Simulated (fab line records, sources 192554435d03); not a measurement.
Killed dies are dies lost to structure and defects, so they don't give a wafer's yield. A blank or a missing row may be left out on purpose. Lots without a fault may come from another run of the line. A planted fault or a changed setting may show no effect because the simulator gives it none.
Split-lot experiment | flow n5_finfet | 7 lots, 39 wafers read, on a route of 1938 steps

THE SPLIT
At N5_DUMMY_GATE_ETCH_42 (etches SiO2 in CHF3/O2, target depth 3.5 nm, time 31 s), the setting bias_w was moved away from the recipe's 12 W on 15 of the 39 wafers read, by -18.6% to +8.8%. The other wafers ran this setting at the recipe's value.

The reading is taken at the split's own step.

THE READING
rf_vpp_V, in V, at N5_DUMMY_GATE_ETCH_42 (etches SiO2 in CHF3/O2, target depth 3.5 nm, time 31 s). Fault-free wafers of this fab line usually give 42.5 V, standard deviation 1.1 V.

wafer  | tool, chamber at the split | bias_w as run, W | against the recipe | rf_vpp_V, V | against lot-mates on the recipe
L079.1 | rie_diel-01, 1             | 12               | recipe             | 41.3        | -
L079.2 | rie_diel-01, 0             | 12               | recipe             | 42.3        | -
L079.3 | rie_diel-01, 3             | 12               | recipe             | 44.5        | -
L079.4 | rie_diel-01, 2             | 12               | recipe             | 43.9        | -
L079.5 | rie_diel-01, 0             | 12               | recipe             | 43.3        | -
L079.6 | rie_diel-01, 1             | 12               | recipe             | 41.5        | -
L082.1 | rie_diel-04, 3             | 12               | recipe             | 42.9        | -
L082.2 | rie_diel-04, 2             | 12               | recipe             | 43.8        | -
L082.3 | rie_diel-04, 1             | 12               | recipe             | 42.6        | -
L089.1 | rie_diel-06, 3             | 12               | recipe             | 40.9        | -
L089.2 | rie_diel-06, 1             | 12.89            | +7.4%              | 45.1        | +3.5
L089.3 | rie_diel-06, 0             | 12.89            | +7.4%              | 43.4        | +1.8
L089.4 | rie_diel-06, 2             | 12               | recipe             | 41.7        | -
L089.5 | rie_diel-06, 0             | 12.89            | +7.4%              | 42.7        | +1.1
L089.6 | rie_diel-06, 3             | 12               | recipe             | 42.3        | -
L091.1 | rie_diel-01, 1             | 10.77            | -10.3%             | 40.1        | -2.8
L091.2 | rie_diel-01, 3             | 10.77            | -10.3%             | 41.1        | -1.8
L091.3 | rie_diel-01, 2             | 12               | recipe             | 42.5        | -
L091.4 | rie_diel-01, 2             | 12               | recipe             | 43.0        | -
L091.5 | rie_diel-01, 3             | 12               | recipe             | 43.3        | -
L091.6 | rie_diel-01, 1             | 10.77            | -10.3%             | 38.6        | -4.3
L093.1 | rie_diel-06, 1             | 12               | recipe             | 42.0        | -
L093.2 | rie_diel-06, 2             | 13.05            | +8.8%              | 45.6        | +3.8
L093.3 | rie_diel-06, 0             | 13.05            | +8.8%              | 42.5        | +0.7
L093.4 | rie_diel-06, 3             | 12               | recipe             | 41.3        | -
L093.5 | rie_diel-06, 3             | 12               | recipe             | 42.0        | -
L093.6 | rie_diel-06, 0             | 13.05            | +8.8%              | 43.4        | +1.6
L096.1 | rie_diel-06, 0             | 10.32            | -14.0%             | 37.5        | -4.8
L096.2 | rie_diel-06, 1             | 10.32            | -14.0%             | 38.4        | -3.9
L096.3 | rie_diel-06, 3             | 12               | recipe             | 41.8        | -
L096.4 | rie_diel-06, 2             | 12               | recipe             | 41.7        | -
L096.5 | rie_diel-06, 1             | 12               | recipe             | 43.5        | -
L096.6 | rie_diel-06, 0             | 10.32            | -14.0%             | 37.0        | -5.3
L097.1 | rie_diel-06, 3             | 9.772            | -18.6%             | 36.6        | -5.9
L097.2 | rie_diel-06, 0             | 9.772            | -18.6%             | 35.1        | -7.4
L097.3 | rie_diel-06, 1             | 12               | recipe             | 42.9        | -
L097.4 | rie_diel-06, 2             | 12               | recipe             | 42.4        | -
L097.5 | rie_diel-06, 1             | 12               | recipe             | 42.1        | -
L097.6 | rie_diel-06, 0             | 9.772            | -18.6%             | 35.0        | -7.5

THE FIT
A straight line over all 39 wafers: rf_vpp_V changes by +0.304 V for each +1% of bias_w; r = +0.90; the points scatter about the line by 1.1 V.
The same after taking each lot's own level away (the mean of its wafers on the recipe; 39 wafers): +0.328 V for each +1%; r = +0.94; scatter 0.92 V.
On that fit, the largest move of bias_w shifts the reading by 6.1 V.
The lots' own levels span 41.63 to 43.10 V, that is 1.3 times the standard deviation above.
So the lot-to-lot level changes the slope little: the two slopes agree.
Check: with one of the wafers moved furthest among these (-18.6%) left out of the fit, the line predicts -6.28 V for it against its lot-mates. It came out at -5.87 V against them.
Tool readings at the split's step, against how far the setting was moved: rf_vpp_V r = +0.90.

OTHER SPLITS ON THESE WAFERS
These wafers also went through other splits before the reading. Each is held against what the fit with the lots' levels taken away leaves over:
other split on the same wafers | wafers away from the commonest value | r with rf_vpp_V (lot level and that fit taken away)
N5_FIN_SAQP_HM_DEP_03 time_s   | 12                                   | +0.01

THE FILE'S OWN FIT
rf_vpp_V changes by +0.333 V for each +1% of bias_w, r = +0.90.
